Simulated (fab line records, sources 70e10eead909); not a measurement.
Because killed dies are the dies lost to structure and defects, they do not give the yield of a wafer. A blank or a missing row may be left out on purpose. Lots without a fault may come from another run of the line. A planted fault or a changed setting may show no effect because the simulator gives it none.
fab line records    flow nand_harc
[record] lots = 6  wafers = 18  last_day = 34
route steps=1302 shown THIN_TSV@1283
lots that met no fault: from a run of the same line without faults
start_h: start of the lot's first displayed wafer, in hours after the record's first day    wait_h: hours since the lot's step before    " unchanged from the row above    L1.1+2: a single row standing in for several wafers    - no value, or no start given    * or withheld: withheld    < > ~ a bound
route shown NAME@n: a module of which the file shows steps, and the number in the route of the first    usual: mean/standard deviation taken from wafers without a fault    same: alike in all rows    chamber/n: place in a boat    sites: each site's reading    _std_site: the standard deviation of these    _edge_site: outer sites' mean less inner sites'    radius_mm: for every site, how far away it sits from the centre of the wafer    mask NAME#n: copy n    behind: the last tool/chamber to shape the wafer    hold: cause of the lot's hold/its duration in hours/its outcome    device: the transistor (n, p or np) that didn't switch    end of line: tests of these same wafers at the route's end    a step given without rows: its recipe and nothing more    killed: dies that structure and defects cost at the first sort, which is not the same as the wafer's yield    map: dies across one wafer; x = killed, . = not, _ = none there
set.NAME: the setting that was run; set.NAME@STEP: the one run at that earlier step    model.NAME: the simulator's own value behind a step, which no gauge read
lots at some steps of the route; a table a step, a row a wafer
services: a tool's chamber out of use, with start hour (start_h, from the record's first day; less than 0 if before it), hours out, and reason
[[steps]]
[step NHARC_THIN_TSV_DEHYDRATE_25]
[recipe] temp_c = 150  time_s = 120
[step NHARC_THIN_TSV_HMDS_26]
[recipe] time_s = 30
[step NHARC_THIN_TSV_COAT_27]
[recipe] spin_rpm = *
[step NHARC_THIN_TSV_SOFTBAKE_28]
[recipe] temp_c = 122  time_s = 95
[step NHARC_THIN_TSV_EBR_29]
[step NHARC_THIN_TSV_EXPOSE_30]
[recipe] na = 0.55  dose_mj = 11.47  mask_id = PAD
[step NHARC_THIN_TSV_PEB_31]
[recipe] peb_temp_c = 118  peb_time_s = 85
[step NHARC_THIN_TSV_DEVELOP_32]
[recipe] time_s = 70
[step NHARC_THIN_TSV_CD_MEAS_33]
[recipe] target_cd_nm = 5000  landing_energy_ev = 500
[usual] cd_nm = 5000.2/1.8
lot.wafer  tool       chamber  start_h  wait_h  cd_nm
L758.2     cd_sem-01  0        638.39   -       4999.9
L758.3     "          0        "        "       5000.5
L758.6     "          0        "        "       4997.3
L762.3     cd_sem-01  0        668.21   -       5001.0
L762.5     "          0        "        "       5002.4
L762.6     "          0        "        "       5002.4
L760.2     cd_sem-02  0        676.20   -       4999.0
L760.4     "          0        "        "       4997.7
L760.5     "          0        "        "       4998.0
L766.1     cd_sem-03  0        701.10   -       5001.2
L766.2     "          0        "        "       5000.6
L766.6     "          0        "        "       4999.7
L771.1     cd_sem-01  0        753.64   -       5000.5
L771.3     "          0        "        "       4998.8
L771.4     "          0        "        "       5001.3
L774.1     cd_sem-01  0        800.70   -       4999.3
L774.5     "          0        "        "       4996.1
L774.6     "          0        "        "       4996.8
[step NHARC_THIN_TSV_HARDBAKE_34]
[recipe] temp_c = 125  time_s = 80
[step NHARC_THIN_TSV_DESCUM_35]
[recipe] time_s = 3  o2_flow_sccm = 200  ar_flow_sccm = 0  bias_power_w = 0  chemistry = O2
[usual] chamber_pressure_mTorr = 60.00/0.056  drypump_motor_current_A = 5.7/0.48  mfc_ar_sccm = 0.003/0.0086  oes_product_au = 0.998/0.012  rf_vpp_V = 57.7/1  showerhead_plenum_p_Torr = 1.92/0.075  throttle_valve_pct = 11.309/0.01
[same] bias_power_w = 0
lot.wafer  tool         chamber  start_h  wait_h  chamber_pressure_mTorr  drypump_motor_current_A  mfc_ar_sccm  oes_product_au  rf_hours_counter_h  rf_vpp_V  showerhead_plenum_p_Torr  throttle_valve_pct
L758.3     rie_diel-01  2        638.56   -       59.94                   6.2                      0            0.992           3.8                 57.9      1.87                      11.300
L758.2     "            0        "        "       59.96                   4.9                      0.004        1.010           4.3                 57.8      1.94                      11.296
L758.6     "            2        "        "       59.98                   6.2                      0            1.002           -                   59.1      1.87                      11.306
L762.3     rie_diel-12  1        668.38   -       59.94                   5.8                      0            0.998           2.4                 56.3      1.85                      11.311
L762.5     "            3        "        "       59.91                   5.5                      0            0.982           -                   56.6      1.85                      11.311
L762.6     "            1        "        "       60.08                   5.8                      0            0.992           -                   55.0      1.85                      11.319
L760.2     rie_diel-12  1        676.39   -       60.05                   5.8                      0            0.991           2.8                 58.4      1.85                      11.302
L760.4     "            3        "        "       60.07                   5.5                      0            0.985           -                   55.6      1.85                      11.304
L760.5     "            1        "        "       60.02                   5.7                      0            1.000           -                   56.2      1.85                      11.321
L766.1     rie_diel-12  3        701.27   -       59.93                   5.5                      0            0.988           4.6                 56.9      1.85                      11.303
L766.2     "            0        "        "       60.04                   6.6                      0            1.006           4.0                 57.8      1.94                      11.302
L766.6     "            2        "        "       60.03                   5.3                      0            1.004           -                   58.3      1.89                      11.305
L771.3     rie_diel-10  2        753.80   -       59.96                   5.8                      0            0.992           6.4                 58.4      2.02                      11.309
L771.4     "            0        "        "       60.08                   5.5                      0.031        0.998           7.1                 57.4      1.90                      11.305
L771.1     "            1        "        "       60.02                   5.4                      0            0.988           5.3                 58.8      2.04                      11.325
L774.1     rie_diel-01  2        800.86   -       60.11                   6.2                      0            1.012           2.3                 57.3      1.87                      11.316
L774.6     "            2        "        "       59.99                   6.2                      0            0.997           -                   57.1      1.87                      11.297
L774.5     "            3        "        "       60.01                   5.5                      0            1.000           -                   57.9      2.05                      11.304
[step NHARC_THIN_TSV_ETCH_59]
[recipe] target_depth_a = 8800  icp_w = 900  bias_w = 100  Cl2_flow_sccm = 60  bcl3_flow_sccm = 30  time_s = 138.1  chemistry = Cl2/BCl3
[usual] chamber_pressure_mTorr = 10.000/0.0094  drypump_motor_current_A = 5.78/0.13  oes_product_au = 1.000/0.012  throttle_valve_pct = 22.264/0.0087
lot.wafer  tool          chamber  start_h  wait_h  chamber_pressure_mTorr  drypump_motor_current_A  oes_product_au  rf_hours_counter_h  throttle_valve_pct
L758.2     rie_metal-01  1        638.71   0.1     10.009                  5.96                     1.000           0.8                 22.257
L758.3     "             1        "        "       9.983                   5.95                     1.003           -                   22.272
L758.6     "             1        "        "       10.019                  5.97                     1.008           -                   22.279
L762.3     rie_metal-02  0        668.62   0.2     10.000                  5.71                     1.006           -                   22.265
L762.5     "             1        "        "       10.008                  5.83                     1.021           -                   22.264
L762.6     "             0        "        "       10.000                  5.69                     1.019           -                   22.246
L760.2     rie_metal-02  1        676.55   0.1     9.995                   5.82                     1.012           0.7                 22.267
L760.4     "             0        "        "       9.993                   5.71                     1.012           -                   22.263
L760.5     "             1        "        "       10.003                  5.79                     1.027           -                   22.259
L766.1     rie_metal-01  1        701.39   0.1     9.987                   5.96                     1.003           2.2                 22.250
L766.2     "             0        "        "       9.996                   5.89                     0.990           2.2                 22.278
L766.6     "             0        "        "       9.996                   5.91                     0.992           -                   22.257
L771.1     rie_metal-02  1        753.96   0.1     9.990                   5.85                     1.001           2.2                 22.268
L771.4     "             0        "        "       9.983                   5.71                     0.991           -                   22.261
L771.3     "             1        "        "       10.012                  5.83                     1.011           -                   22.264
L774.1     rie_metal-01  1        800.99   0.1     9.999                   5.96                     0.982           0.4                 22.259
L774.6     "             1        "        "       9.989                   5.95                     0.988           -                   22.248
L774.5     "             0        "        "       9.996                   5.90                     1.000           -                   22.261
[step NHARC_THIN_TSV_ETCH_36]
[recipe] target_depth_a = 650  over_etch_frac = 0.3  time_s = 18.571  ion_energy_ev = 150  chemistry = Cl2/BCl3
[usual] chamber_pressure_mTorr = 10.000/0.013  drypump_motor_current_A = 5.78/0.14  oes_product_au = 1.000/0.011
lot.wafer  tool          chamber  start_h  wait_h  chamber_pressure_mTorr  drypump_motor_current_A  oes_product_au  rf_hours_counter_h
L758.2     rie_metal-01  1        638.94   0.2     9.994                   5.97                     0.995           1.0
L758.3     "             0        "        "       9.996                   5.93                     0.972           -
L758.6     "             1        "        "       10.000                  5.94                     0.994           -
L762.3     rie_metal-02  1        668.79   0.1     10.006                  5.83                     0.877           -
L762.5     "             1        "        "       9.990                   5.80                     0.871           -
L762.6     "             0        "        "       10.005                  5.72                     0.860           -
L760.2     rie_metal-02  1        676.78   0.2     10.012                  5.80                     0.871           0.9
L760.4     "             0        "        "       10.005                  5.73                     0.866           -
L760.5     "             0        "        "       10.008                  5.73                     0.869           -
L766.1     rie_metal-01  0        701.65   0.2     10.007                  5.91                     0.993           2.4
L766.2     "             1        "        "       9.987                   5.95                     1.003           2.4
L766.6     "             1        "        "       10.011                  5.97                     1.020           -
L771.1     rie_metal-02  0        754.37   0.4     10.005                  5.72                     1.011           2.5
L771.3     "             1        "        "       10.015                  5.83                     1.025           -
L771.4     "             0        "        "       10.011                  5.71                     1.009           -
L774.1     rie_metal-01  0        801.25   0.2     10.002                  5.91                     1.000           0.5
L774.5     "             1        "        "       9.999                   5.96                     0.992           -
L774.6     "             0        "        "       9.995                   5.91                     0.992           -
[step NHARC_THIN_TSV_STRIP_56]
[recipe] power_w = 1500  temp_c = 250  chemistry = O2
[usual] drypump_motor_current_A = 5.8/0.32  heater_power_w = 341/20
lot.wafer  tool             chamber  start_h  wait_h  drypump_motor_current_A  heater_power_w  rf_hours_counter_h
L758.2     plasma_asher-02  0        639.08   0.1     5.8                      319             2
L758.3     "                1        "        "       5.5                      367             -
L758.6     "                0        "        "       5.8                      320             -
L762.3     plasma_asher-02  1        669.01   0.2     5.5                      361             -
L762.6     "                0        "        "       5.8                      322             -
L762.5     "                1        "        "       5.5                      378             -
L760.2     plasma_asher-01  1        676.87   0.1     6.4                      354             32
L760.4     "                1        "        "       6.4                      337             -
L760.5     "                0        "        "       5.7                      324             -
L766.2     plasma_asher-02  1        701.75   0.1     5.5                      371             16
L766.1     "                0        "        "       5.8                      319             16
L766.6     "                0        "        "       5.8                      319             -
L771.1     plasma_asher-02  1        754.46   0.1     5.5                      362             25
L771.4     "                1        "        "       5.5                      367             -
L771.3     "                0        "        "       5.8                      324             -
L774.1     plasma_asher-01  1        801.40   0.1     6.4                      334             20
L774.6     "                0        "        "       5.7                      351             -
L774.5     "                1        "        "       6.4                      339             -
[[services]]
tool             chamber  start_h  hours  kind
plasma_asher-02  -        621.29   9.0    pm
rie_diel-12      -        622.40   9.0    pm
rie_metal-02     -        631.00   9.0    pm
rie_metal-02     0        631.00   9.0    vent_cycle
rie_metal-02     1        631.00   9.0    vent_cycle
rie_diel-01      0        645.39   6.2    repair
rie_metal-01     -        645.56   0.4    repair
rie_diel-10      0        651.72   6.3    repair
rie_diel-12      0        657.81   24.3   repair
rie_diel-12      1        687.56   3.6    repair
plasma_asher-01  -        696.48   9.0    pm
plasma_asher-01  -        710.63   1.2    repair
rie_diel-12      -        732.71   0.6    repair
rie_diel-01      -        734.80   9.0    pm
rie_diel-10      1        735.59   13.2   repair
rie_diel-10      2        737.58   4.3    repair
rie_metal-01     -        752.00   9.0    pm
rie_diel-12      3        761.87   1.9    repair
rie_diel-10      -        773.50   9.0    pm
rie_diel-12      1        780.21   15.6   repair
rie_diel-12      3        788.24   4.0    repair
plasma_asher-02  -        798.29   9.0    pm
plasma_asher-01  -        798.72   1.7    repair
rie_diel-12      -        799.40   9.0    pm
[[key]]
[first_sign] step = NHARC_THIN_TSV_ETCH_36  reading = oes_product_au  direction = down  sigmas = 12  usual = 1.000  struck = 0.869
effect none on later readings
met_at NHARC_THIN_TSV_ETCH_36
struck_wafers L760.2,L760.4,L760.5,L762.3,L762.5,L762.6
sort_left_out L760.2,L760.4,L760.5,L762.3,L762.5,L762.6
[fault] kind = process_parameter_drift  tool = rie_metal-02  chamber = -  onset_h = 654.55  steps = NHARC_THIN_TSV_ETCH_36  channel = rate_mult  offset = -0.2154  shape = step  end_h = 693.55
// sort_left_out: the simulated sort isn't trusted on such a fault, so these wafers' sort isn't shown, and their yield isn't known
